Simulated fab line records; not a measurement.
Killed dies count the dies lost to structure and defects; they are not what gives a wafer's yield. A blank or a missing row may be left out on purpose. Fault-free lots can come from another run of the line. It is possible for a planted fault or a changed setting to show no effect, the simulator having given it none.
Comparing a struck lot with a sound one ; flow n5_finfet ; 32 out of 1938 route steps
Sound: wafers L836.4, L836.5, L836.6. Wafers L848.4, L848.5, L848.6 were the ones struck. At the end, the cause is stated.
Per side, at each step with rows, come the tool, then ch with its chambers, and then its first start. Under that, the readings that differ: sound wafers ; struck wafers ; difference of the means ; sigmas: that difference in standard deviations of wafers without a fault.
alike: readings with means less than 2 such deviations apart, plus words and numbers identical on both sides. not compared: withheld readings, readings lacking a value on some wafer, bounds such as >300 that could conceal the same value, and numbers that have no deviation in the record and whose values overlap.
A row with sigmas, a row that says differs or no value, or rows on one side alone: a step with any of these is where the two part. Numbers that don't overlap but have no deviation are shown without sigmas and don't part them. A reading missing from all wafers of one side parts the sides only when that side holds two or more wafers.

first, 10 steps without rows for these wafers: N5_SD_EPI_P_SRD_20 (time 30 s); N5_SD_EPI_P_PRECLEAN_51 (cleans in NF3:NH3, afs cycles 1, time 20 s, sublimation time 60 s); N5_SD_EPI_P_VAPOR_ETCH_44 (etches SiGe30 in NF3/Ar, time 3.3 s); N5_SD_EPI_P_EPI_21 (deposits SiGe:B, time 355 s); N5_SD_EPI_P_HM_STRIP_48 (strips SiNx in H3PO4, material SiNx, target depth 3 nm); N5_SD_EPI_P_SRD_49 (time 30 s); N5_SD_EPI_P_PRECLEAN_24 (cleans in O3/DIW, time 45 s); N5_SD_EPI_P_PRECLEAN_32 (cleans in dHF, time 10 s); N5_SD_EPI_P_PRECLEAN_33 (cleans in SC2, time 45 s); N5_SD_EPI_P_SRD_25 (time 30 s).
N5_SD_ACTIVATION_RTA_00: time 0 s.
  sound on rtp_anneal-01 ch 0, day 3 11:04; struck on rtp_anneal-01 ch 0, day 6 10:31
reading;sound;struck;difference;sigmas
lamp_power_pct (%);8.90 8.95 8.94;9.39 9.35 9.39;+0.45;+8
lamp_zone_1_pct (%);9.00 8.99 8.96;9.39 9.36 9.36;+0.39;+12
lamp_zone_2_pct (%);8.920 8.980 8.954;9.394 9.378 9.388;+0.435;+16
lamp_zone_3_pct (%);8.909 8.958 8.966;9.342 9.362 9.337;+0.403;+15
lamp_zone_4_pct (%);8.972 8.895 8.976;9.400 9.329 9.378;+0.421;+16
lamp_zone_5_pct (%);8.949 8.947 9.012;9.398 9.367 9.379;+0.412;+15
lamp_zone_6_pct (%);8.894 8.883 8.848;9.306 9.284 9.281;+0.415;+15
lamp_zone_7_pct (%);9.352 9.394 9.335;9.802 9.817 9.822;+0.453;+15
  alike: wafer_temp_C_max
then, 19 steps without rows for these wafers: N5_SD_ACTIVATION_LSA_01 (time 0.0008 s); N5_ILD0_LINER_00 (material SiNx, target thk 4 nm, pulse time 1 s, purge time 2 s); N5_ILD0_FCVD_FILL_01 (material SiO2 flowable, target thk 200 nm, time 328.3 s); N5_ILD0_CURE_02 (time 1800 s); N5_ILD0_CMP_03 (polishes, stops on SiNx, t overpolish 1.9 s, target thk 197.38 nm); N5_ILD0_CMP_07 (polishes SiO2 flowable, stops on poly-Si, t overpolish 1.18 s, target thk 138.88 nm); N5_ILD0_PRECLEAN_10 (cleans in NF3:NH3, afs cycles 5, time 20 s, sublimation time 60 s); N5_ILD0_ALD_15 (deposits SiNx, target thk 24 nm, pulse time 1 s, ald cycles 480); N5_ILD0_CMP_12 (polishes SiNx, stops on poly-Si, t overpolish 6 s, target thk 17.67 nm); N5_SDB_HM_DEP_00 (deposits SiNx from SiH4/NH3/N2, target thk 40 nm, time 35.3 s); N5_SDB_COAT_03 (time 60 s, resist thk 100 nm); N5_SDB_COAT_04 (time 60 s, resist thk 18 nm); N5_SDB_COAT_05 (resist thk 90 nm); N5_SDB_EBR_07; N5_SDB_SOFTBAKE_06 (time 60 s); N5_SDB_EXPOSE_08 (exposes mask SDB); N5_SDB_PEB_09 (peb time 60 s); N5_SDB_DEVELOP_10 (develop time 30 s); N5_SDB_DESCUM_16 (chemistry O2, time 7.9 s).
-- the record jumps here: 5 days lie between the struck wafers' starts before and after (it left off in module SDB and takes up again in module BEOL_M4, whose first step shown is number 1111 of the route) --
N5_BEOL_M4_RC_MEAS_101:
  sound on prober-01 ch 0, day 9 03:48; struck on prober-01 ch 0, day 11 18:31
reading;sound;struck;difference;sigmas
DIBL_N (mV/V);38.7 36.6 36.6;46.3 49.8 45.4;+9.9;+5
IOFF_N (nA/um);0.21 0.18 0.17;0.36 0.52 0.35;+0.22;+6
IOFF_N_85C (nA/um);3.9 3.5 3.3;6.3 8.7 6.2;+3.5;+6
IOFF_N_LIN (nA/um);0.090 0.083 0.080;0.139 0.189 0.141;+0.072;+6
ION_N (uA/um);678 685 680;723 737 730;+49;+4
ION_P (uA/um);462 472 469;483 490 484;+18;+2
REXT_N (ohm.um);71.9 71.9 71.2;65.2 66.0 65.8;-6.0;-3
REXT_P (ohm.um);98.8 97.2 97.7;89.8 90.7 92.3;-7.0;-3
SS_N (mV/dec);72.4 72.4 72.0;73.3 74.6 73.1;+1.4;+2
VT_N (mV);247 249 249;236 233 237;-13;-4
VT_N_LVT (mV);97 98 98;87 83 85;-13;-4
  alike: DIBL_P, IOFF_P, IOFF_P_85C, IOFF_P_LIN, SS_P, VT_P
-- the record jumps here: 5 days lie between the struck wafers' starts before and after (it left off in module BEOL_M4 and takes up again in module PASSIVATION, whose first step shown is number 1936 of the route) --
N5_PASSIVATION_PROBE_49:
  sound: prober-01 at day 13 07:08; struck: prober-01 at day 16 09:38
reading;sound;struck;difference;sigmas
sort_bin_4_leakage (%);0 0 0;4.41 60.93 3.22;+22.85;+99 or more
sort_bin_5_function (%);3.9 3.4 4.5;5.5 6.4 5.7;+1.9;+2
sort_n_pass;1095 1102 1087;1019 335 1032;-299;-18
sort_yield_pct (%);92.8 93.4 92.1;86.4 28.4 87.5;-25.3;-18
  alike: defect_limited_yield, killed_at_M0_to_M3, killed_at_M4_up, killed_at_contacts, killed_at_front_end, killed_at_other, killed_dies, killed_open, killed_short, sort_bin_6_memory

## WHERE THEY PART
Earliest at N5_SD_ACTIVATION_RTA_00; latest, in this record, at N5_PASSIVATION_PROBE_49.

WHY: the cause the simulator had injected
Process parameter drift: rtp_anneal-01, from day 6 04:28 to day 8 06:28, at N5_SD_ACTIVATION_RTA_00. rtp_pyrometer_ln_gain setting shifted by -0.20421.
